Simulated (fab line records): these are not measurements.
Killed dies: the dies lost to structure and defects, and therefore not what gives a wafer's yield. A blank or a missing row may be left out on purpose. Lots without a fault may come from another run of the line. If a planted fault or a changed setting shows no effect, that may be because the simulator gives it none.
Which tool did it?    flow n5_finfet    7 lots with 19 wafers sampled at 8 steps, on a route of 1938 steps

## WHAT THE GAUGES SHOWED, per wafer
N5_BEOL_M11_OCD_MEAS_38. Usual: trench_depth_nm 148.5 nm, standard deviation 1.9.
lot   measured      on      trench_depth_nm (nm)  flag
L658  day 11 03:43  ocd-01  148.5 147.5 149.0     
L661  day 12 00:46  ocd-02  146.9 145.8 151.8     
L663  day 12 06:19  ocd-01  187.5 146.4           OFF
L664  day 12 17:46  ocd-02  187.7 188.5           OFF
L665  day 13 09:34  ocd-01  150.0 185.2 149.7     OFF
L678  day 16 07:57  ocd-02  148.9 148.7 151.2     
L679  day 16 16:51  ocd-02  149.3 148.6 144.4     

N5_BEOL_M11_THK_MEAS_53: measures by xrf. Usual: M11_THK 138.0 nm, standard deviation 2.5.
lot   measured      on             M11_THK (nm)       flag
L658  day 11 08:07  film_metro-02  138.2 138.1 138.3  
L661  day 12 03:24  film_metro-01  138.2 137.0 141.6  
L663  day 12 09:45  film_metro-02  174.0 135.3        OFF
L664  day 12 19:52  film_metro-01  179.5 179.7        OFF
L665  day 13 12:19  film_metro-01  139.6 176.2 140.2  OFF
L678  day 16 10:14  film_metro-01  140.0 138.6 142.3  
L679  day 16 21:02  film_metro-02  138.3 137.1 132.3  

N5_BEOL_M11_RS_MEAS_57: the measuring method here is four-point-probe. Usual: M11_RS 0.1509 ohm/sq, standard deviation 0.0025.
lot   measured      on             M11_RS (ohm/sq)       flag
L658  day 11 08:14  film_metro-02  0.1509 0.1517 0.1509  
L661  day 12 03:31  film_metro-02  0.1516 0.1522 0.1467  
L663  day 12 09:53  film_metro-02  0.1158 0.1535         OFF
L664  day 12 19:59  film_metro-01  0.1148 0.1144         OFF
L665  day 13 12:28  film_metro-01  0.1506 0.1169 0.1499  OFF
L678  day 16 10:23  film_metro-01  0.1498 0.1515 0.1474  
L679  day 16 21:10  film_metro-02  0.1484 0.1499 0.1559  

N5_BEOL_M15_RC_MEAS_101. Usual: COMB_M10 1.5e-11 S/m, standard deviation 3.5e-12; COMB_M12 6.1e-12 S/m, standard deviation 1.5e-12; COMB_M13 4.9e-12 S/m, standard deviation 1e-12; COMB_M14 3.6e-12 S/m, standard deviation 9.2e-13; COMB_M15 2.5e-12 S/m, standard deviation 7.2e-13; COMB_M5 3.6e-11 S/m, standard deviation 8.2e-12; COMB_M6 2.4e-11 S/m, standard deviation 4.7e-12; COMB_M7 2.6e-11 S/m, standard deviation 5.5e-12; COMB_M8 2.5e-11 S/m, standard deviation 5.1e-12; COMB_M9 1.45e-11 S/m, standard deviation 2.6e-12; SERP_M10 3.06 ohm/um, standard deviation 0.083; SERP_M11 3.07 ohm/um, standard deviation 0.061; SERP_M11_max_site 3.17 ohm/um, standard deviation 0.069; SERP_M12 0.637 ohm/um, standard deviation 0.015; SERP_M13 0.308 ohm/um, standard deviation 0.0056; SERP_M14 0.160 ohm/um, standard deviation 0.0033; SERP_M5 38.7 ohm/um, standard deviation 1.3; SERP_M6 13.6 ohm/um, standard deviation 0.48; SERP_M7 13.8 ohm/um, standard deviation 0.4; SERP_M8 13.9 ohm/um, standard deviation 0.48; SERP_M9 3.05 ohm/um, standard deviation 0.063.
lot   measured      on         COMB_M10 (S/m)           COMB_M12 (S/m)           COMB_M13 (S/m)           COMB_M14 (S/m)           COMB_M15 (S/m)           COMB_M5 (S/m)            COMB_M6 (S/m)            COMB_M7 (S/m)            COMB_M8 (S/m)            COMB_M9 (S/m)               SERP_M10 (ohm/um)  SERP_M11 (ohm/um)  SERP_M11_max_site (ohm/um)  SERP_M12 (ohm/um)  SERP_M13 (ohm/um)  SERP_M14 (ohm/um)  SERP_M5 (ohm/um)  SERP_M6 (ohm/um)  SERP_M7 (ohm/um)  SERP_M8 (ohm/um)  SERP_M9 (ohm/um)  flag
L658  day 12 08:45  prober-01  1.2e-11 1e-11 1.3e-11    6.9e-12 5.2e-12 6.7e-12  3.1e-12 5.6e-12 3.7e-12  5.4e-12 3.5e-12 2.9e-12  1.8e-12 1.7e-12 1.7e-12  3.5e-11 4e-11 4.2e-11    2.5e-11 2.2e-11 2.3e-11  2.2e-11 2.1e-11 2.6e-11  2e-11 2.6e-11 3.5e-11    1.65e-11 1.87e-11 1e-11     3.02 3.02 2.97     3.07 3.12 3.08     3.14 3.19 3.12              0.650 0.615 0.647  0.309 0.309 0.317  0.158 0.157 0.158  36.9 38.9 39.4    13.5 13.0 13.7    13.7 13.6 13.9    14.1 14.1 13.8    3.01 3.04 2.97    
L661  day 13 06:08  prober-01  1.8e-11 1.2e-11 1.2e-11  4.9e-12 3.1e-12 3.8e-12  5e-12 3.7e-12 5.5e-12    3.6e-12 3.4e-12 1.9e-12  2.3e-12 1.8e-12 1.8e-12  3e-11 2.4e-11 3.5e-11    2.1e-11 2.2e-11 2.1e-11  2.5e-11 3.5e-11 2.5e-11  2.2e-11 2.7e-11 2e-11    1.88e-11 1.68e-11 1.42e-11  3.11 3.13 3.03     3.12 3.16 2.98     3.23 3.29 3.17              0.617 0.627 0.639  0.313 0.304 0.310  0.154 0.157 0.161  39.0 40.0 39.7    13.8 13.0 12.9    13.5 13.7 13.9    14.0 13.0 14.3    3.13 3.16 3.12    
L663  day 13 12:38  prober-02  2.2e-11 2e-11            8.1e-12 5.7e-12          7.7e-12 5.9e-12          5.4e-12 4.1e-12          3.2e-12 3.2e-12          4.3e-11 5.8e-11          3.3e-11 1.9e-11          3.5e-11 3.6e-11          3.2e-11 2.3e-11          9.9e-12 1.1e-11             3.11 2.99          2.38 3.11          2.46 3.18                   0.655 0.672        0.300 0.305        0.158 0.155        37.2 39.9         13.3 14.1         14.2 13.6         13.1 13.6         2.91 3.07         OFF
L664  day 13 18:40  prober-01  1.3e-11 1.1e-11          5.8e-12 7.3e-12          4e-12 4.6e-12            2e-12 3.1e-12            1.9e-12 2.5e-12          4e-11 3.5e-11            3.2e-11 3e-11            2.7e-11 3.4e-11          2.7e-11 2.8e-11          1.38e-11 1.22e-11           3.04 2.92          2.30 2.31          2.42 2.46                   0.663 0.632        0.302 0.303        0.157 0.159        39.4 41.1         13.9 13.0         14.4 13.8         14.0 13.9         3.09 3.21         OFF
L665  day 14 18:48  prober-01  8e-12 8e-12 1.1e-11      6.4e-12 3.5e-12 5.2e-12  5.3e-12 4.5e-12 4.9e-12  2.7e-12 3.8e-12 4e-12    2.5e-12 2.8e-12 2.3e-12  2.4e-11 3e-11 3.9e-11    2.6e-11 2.1e-11 2.9e-11  3.4e-11 3.8e-11 2.8e-11  1.6e-11 2.3e-11 2.6e-11  1.59e-11 1.51e-11 1.35e-11  2.90 2.98 3.05     3.08 2.42 3.08     3.35 2.51 3.20              0.654 0.627 0.642  0.301 0.305 0.309  0.154 0.161 0.155  40.0 40.2 37.1    14.6 12.9 13.9    13.0 14.0 13.3    13.3 13.4 14.5    2.99 3.06 2.95    OFF
L678  day 17 15:14  prober-02  1.1e-11 1.8e-11 2.2e-11  6.1e-12 7.2e-12 5.1e-12  6.3e-12 6.8e-12 7e-12    6.3e-12 6.2e-12 4.4e-12  2.6e-12 2.6e-12 2e-12    4e-11 3.7e-11 4.1e-11    2.1e-11 2.1e-11 2.1e-11  2.6e-11 1.5e-11 1.8e-11  2.4e-11 2.7e-11 3.2e-11  1.5e-11 1.59e-11 1.11e-11   2.96 3.11 3.17     3.04 3.10 2.95     3.23 3.27 3.16              0.632 0.629 0.626  0.311 0.307 0.316  0.165 0.160 0.160  38.3 38.8 37.4    13.8 14.3 13.5    14.1 13.9 13.5    13.1 13.7 13.7    3.12 3.06 2.92    
L679  day 17 21:37  prober-02  1.3e-11 1.2e-11 1.5e-11  8.2e-12 4.7e-12 8.5e-12  4.3e-12 6.1e-12 4.8e-12  3.9e-12 3.5e-12 4.2e-12  4.2e-12 3.4e-12 3.7e-12  4.6e-11 2.5e-11 3.6e-11  3.6e-11 2.4e-11 2.7e-11  2.2e-11 1.7e-11 2.1e-11  3.2e-11 3.1e-11 2.9e-11  1.73e-11 1.46e-11 1.59e-11  3.01 2.94 3.05     3.04 3.01 3.20     3.12 3.12 3.24              0.651 0.643 0.635  0.309 0.305 0.306  0.160 0.157 0.161  39.4 40.6 41.2    13.6 13.2 13.3    13.4 13.4 13.8    13.5 14.0 13.7    3.03 3.12 2.96    

## WHICH TOOL RAN EACH LOT (tool, then ch and the chambers of the sampled wafers, then the start)
lot   N5_BEOL_M11_STRIP_67                N5_BEOL_M11_DESCUM_33               N5_BEOL_M11_TRENCH_ETCH_37          N5_BEOL_M11_DEGAS_44
L658  rie_diel-06 ch 0,2, day 11 01:28    rie_diel-06 ch 0,3, day 11 03:13    rie_diel-06 ch 0,3, day 11 03:32    pvd_sputter-03, day 11 04:35
L661  rie_diel-04 ch 0,1, day 11 22:16    rie_diel-06 ch 1,3, day 12 00:16    rie_diel-06 ch 1,3, day 12 00:35    pvd_sputter-02, day 12 01:18
L663  rie_diel-06 ch 0,1, day 12 04:50    rie_diel-06 ch 0,1, day 12 05:50    rie_diel-06 ch 0,1, day 12 06:09    pvd_sputter-03, day 12 08:04
L664  rie_diel-04 ch 3, day 12 15:19      rie_diel-06 ch 3, day 12 17:17      rie_diel-06 ch 3, day 12 17:35      pvd_sputter-03, day 12 18:19
L665  rie_diel-03 ch 0,3, day 13 06:04    rie_diel-06 ch 0,2, day 13 08:51    rie_diel-06 ch 0,2, day 13 09:19    pvd_sputter-03, day 13 10:11
L678  rie_diel-06 ch 0,2,3, day 16 04:37  rie_diel-06 ch 0,1,3, day 16 07:27  rie_diel-06 ch 0,1,3, day 16 07:46  pvd_sputter-01, day 16 08:31
L679  rie_diel-03 ch 0,1,3, day 16 15:31  rie_diel-03 ch 0,2,3, day 16 16:22  rie_diel-03 ch 0,2,3, day 16 16:40  pvd_sputter-02, day 16 17:28
- N5_BEOL_M11_STRIP_67: strips in CF4.
- N5_BEOL_M11_DESCUM_33: chemistry O2, time 7.9 s.
- N5_BEOL_M11_TRENCH_ETCH_37: etches SiCOH lowk in C4F6/O2, target depth 148.83 nm, time 48 s.
- N5_BEOL_M11_DEGAS_44: time 60 s.

## AS READ BY THE TOOLS THEMSELVES (means over the sampled wafers that have a number; for cases with no such wafer, the mark the record gives instead)
N5_BEOL_M11_STRIP_67. Usual: bias_power_w is 75.02 W with standard deviation 0.2, drypump_motor_current_A is 5.8 A with standard deviation 0.35, oes_product_au is 0.80 a.u. with standard deviation 0.077, power_w is 300.0 W with standard deviation 0.88, rf_vpp_V is 271.2 V with standard deviation 1.3, showerhead_plenum_p_Torr is 1.80 Torr with standard deviation 0.043, and throttle_valve_pct is 13.6 % with standard deviation 0.3.
lot   tool         bias_power_w (W)  drypump_motor_current_A (A)  oes_product_au (a.u.)  power_w (W)  rf_vpp_V (V)  showerhead_plenum_p_Torr (Torr)  throttle_valve_pct (%)  flag
L658  rie_diel-06  75.18             5.4                          0.76                   299.8        271.2         1.82                             13.8                    
L661  rie_diel-04  75.00             5.8                          0.75                   300.5        270.9         1.81                             13.7                    
L663  rie_diel-06  75.12             5.8                          0.83                   300.1        272.1         1.79                             13.6                    
L664  rie_diel-04  75.24             5.5                          0.77                   299.7        271.9         1.80                             13.6                    
L665  rie_diel-03  75.13             6.1                          0.77                   300.4        272.0         1.82                             13.5                    
L678  rie_diel-06  75.03             5.6                          0.81                   299.9        272.2         1.82                             13.5                    
L679  rie_diel-03  75.03             6.0                          0.75                   300.0        270.5         1.81                             13.6                    

N5_BEOL_M11_DESCUM_33. Usual: bias_power_w 20.00 W, standard deviation 0.052; drypump_motor_current_A 5.9 A, standard deviation 0.36; oes_product_au 0.80 a.u., standard deviation 0.079; rf_vpp_V 243.1 V, standard deviation 1.2; showerhead_plenum_p_Torr 2.09 Torr, standard deviation 0.055; throttle_valve_pct 20.4 %, standard deviation 0.33.
lot   tool         bias_power_w (W)  drypump_motor_current_A (A)  oes_product_au (a.u.)  rf_vpp_V (V)  showerhead_plenum_p_Torr (Torr)  throttle_valve_pct (%)  flag
L658  rie_diel-06  20.04             5.8                          0.74                   244.1         2.15                             20.4                    
L661  rie_diel-06  19.97             5.9                          0.74                   243.2         2.09                             20.7                    
L663  rie_diel-06  19.94             5.8                          0.81                   242.9         2.10                             20.6                    
L664  rie_diel-06  19.98             5.8                          0.85                   243.6         2.13                             20.0                    
L665  rie_diel-06  20.02             5.6                          0.87                   244.4         2.13                             20.4                    
L678  rie_diel-06  19.98             5.8                          0.88                   243.0         2.11                             20.3                    
L679  rie_diel-03  19.97             6.1                          0.78                   241.6         2.07                             20.2                    

N5_BEOL_M11_TRENCH_ETCH_37. Usual: C4F6_flow_sccm 10.000 sccm, standard deviation 0.028; drypump_motor_current_A 5.9 A, standard deviation 0.35; oes_f_703_au 0.80 a.u., standard deviation 0.074; oes_product_au 0.80 a.u., standard deviation 0.078; rf_vpp_V 665 V, standard deviation 8.3; run_length_s 71.4 s, standard deviation 0.51; showerhead_plenum_p_Torr 2.84 Torr, standard deviation 0.071; throttle_valve_pct 20.9 %, standard deviation 0.33.
lot   tool         C4F6_flow_sccm (sccm)  drypump_motor_current_A (A)  oes_f_703_au (a.u.)  oes_product_au (a.u.)  rf_vpp_V (V)  run_length_s (s)  showerhead_plenum_p_Torr (Torr)  throttle_valve_pct (%)  flag
L658  rie_diel-06  9.976                  5.7                          0.75                 0.75                   667           71.0              2.90                             20.8                    
L661  rie_diel-06  10.000                 5.9                          0.75                 0.75                   670           71.2              2.84                             21.2                    
L663  rie_diel-06  10.006                 5.8                          0.82                 0.83                   674           77.2              2.86                             21.1                    OFF
L664  rie_diel-06  10.003                 5.8                          0.87                 0.86                   656           83.8              2.89                             20.5                    OFF
L665  rie_diel-06  9.995                  5.6                          0.87                 0.87                   673           75.3              2.88                             20.8                    OFF
L678  rie_diel-06  10.007                 5.8                          0.87                 0.88                   669           71.2              2.85                             20.8                    
L679  rie_diel-03  9.991                  6.1                          0.79                 0.78                   656           71.3              2.82                             20.7                    

N5_BEOL_M11_DEGAS_44. Usual: heater_power_w 336 W, standard deviation 40.
lot   tool            heater_power_w (W)  flag
L658  pvd_sputter-03  359                 
L661  pvd_sputter-02  332                 
L663  pvd_sputter-03  332                 
L664  pvd_sputter-03  352                 
L665  pvd_sputter-03  334                 
L678  pvd_sputter-01  353                 
L679  pvd_sputter-02  326                 

## THE ANSWER, worked out from the rows above alone
Rule: a lot counts as off when the mean over its wafers that have a number is more than 3 standard deviations away from the usual mean. A lot without any number at a reading at which 4 lots or more have one is off too. The other lots that the step has rows for count as sound. First the gauges in route order, then the tools' own readings, where a lot's mean is used as printed above. At the first step where some lot is off, the reading lying furthest off is the one used; lots without a number count as furthest.
Off at N5_BEOL_M11_OCD_MEAS_38 (trench_depth_nm): L663, L664, L665.
A tool fits if, at a process step before that reading, it ran every lot that is off, and no sound lot after the first of them. Not tried: the gauges at N5_BEOL_M11_OCD_MEAS_38; whatever is off there is also off at N5_BEOL_M11_THK_MEAS_53, on other tools, and gauge error can't account for it. Not one of the candidates tried fits.

## WHAT WAS PUT IN BY THE SIMULATOR
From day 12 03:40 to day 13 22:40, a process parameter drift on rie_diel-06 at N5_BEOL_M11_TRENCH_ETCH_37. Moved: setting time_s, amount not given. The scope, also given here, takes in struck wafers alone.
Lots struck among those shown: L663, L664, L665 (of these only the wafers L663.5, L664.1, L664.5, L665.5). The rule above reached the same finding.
